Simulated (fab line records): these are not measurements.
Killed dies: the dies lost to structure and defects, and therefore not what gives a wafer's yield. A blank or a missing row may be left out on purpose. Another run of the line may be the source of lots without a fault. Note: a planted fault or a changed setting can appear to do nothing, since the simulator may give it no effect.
Code-filled problem report in 8D (eight disciplines) form / flow n5-finfet / the parts of the form that need people (team, actions taken, sign-off) are left out

## 1. THE ISSUE
Wafers without a fault read 30.01 mTorr, standard deviation 0.081; chamber-pressure-mTorr at N5_MIM_BOT_ETCH_STRIP_01 reads a mean of 39.08 mTorr on 2 wafers belonging to 2 lots. So: +99 or more standard deviations from the usual mean.
The step: strips in O2.
First observed at day 14 11:42: wafer L971.2, on rie-diel-05. The record has a number at this step for 33 wafers belonging to 11 lots. Rule for "out" (also "out of limits"): further than 4 standard deviations from the usual mean. The other wafers with a number count as sound.

## 2. WHAT IT IS; WHAT IT IS NOT
question=which readings at this step | is=chamber-pressure-mTorr | is not=drypump-motor-current-A, oes-product-au, rf-vpp-V, showerhead-plenum-p-Torr, throttle-valve-pct
question=which lots | is=L971, L973 | is not=L961, L963, L964, L965, L978, L981, L982, L983, L984
question=which wafers of those lots | is=L971.2, L973.5 | is not=L971.3, L971.6, L973.4, L973.6
question=read on which tools | is=rie-diel-05 | is not=rie-diel-01, rie-diel-04
question=when | is=from day 14 11:42 | is not=up to then (14 sound wafers); but 17 sound wafers of L973, L978, L981, L982, L983, L984 came after

## 3. THE SUSPECTS, EACH WITH WHAT RULES IT OUT
Counting: a tool at a process step up to the reading stays a suspect if it ran every lot that is out. Sound lots after the first of them don't rule it out here, since some wafers of a struck lot are sound.
- rie-diel-05 at N5_MIM_BOT_ETCH_STRIP_01 (strips in O2): kept. It ran every lot that is out, first L971 (day 14 11:42); its last sound lot up to then is L961 (day 11 05:29). Its own chamber-pressure-mTorr readings are out on those wafers.
- At N5_MIM_BOT_ETCH_STRIP_01, inside rie-diel-05: chamber 0 took the wafers that are out, while their sound lot-mates went through chambers 2, 3.
After counting, what remains is rie-diel-05 at N5_MIM_BOT_ETCH_STRIP_01.

## 4. THE CAUSE (what the simulator had put in)
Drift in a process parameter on rie-diel-05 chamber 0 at N5_MIM_BOT_ETCH_STRIP_01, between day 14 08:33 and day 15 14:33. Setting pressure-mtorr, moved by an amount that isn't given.
After counting, this tool was the only one left.

## 5. THE CHAIN OF EFFECTS, in route order
Each row: a reading where the mean over the struck wafers with a number is more than 3 standard deviations away from the usual. Only readings for which the record gives a usual standard deviation are gone through. hours: the time from each lot's start at the first step in this table that gives one to its start at this step, as a median over the lots. sigmas: the change in usual standard deviations.
hours=0; step=N5_MIM_BOT_ETCH_STRIP_01; reading=chamber-pressure-mTorr; usual=30.01 mTorr; on struck wafers=39.08; change=+9.07; sigmas=+99 or more
Here are the process steps it includes:
- N5_MIM_BOT_ETCH_STRIP_01: strips in O2.
At these later measuring or inspecting steps, every struck wafer for which the step has a row has a number for every such reading, and none has moved that far: N5_PASSIVATION_CD_MEAS_10.

## 6. WHAT WOULD HAVE CAUGHT IT SOONER
The fault began at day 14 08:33; the first out-of-limits reading in this record came at day 14 11:42, 3 hours later.
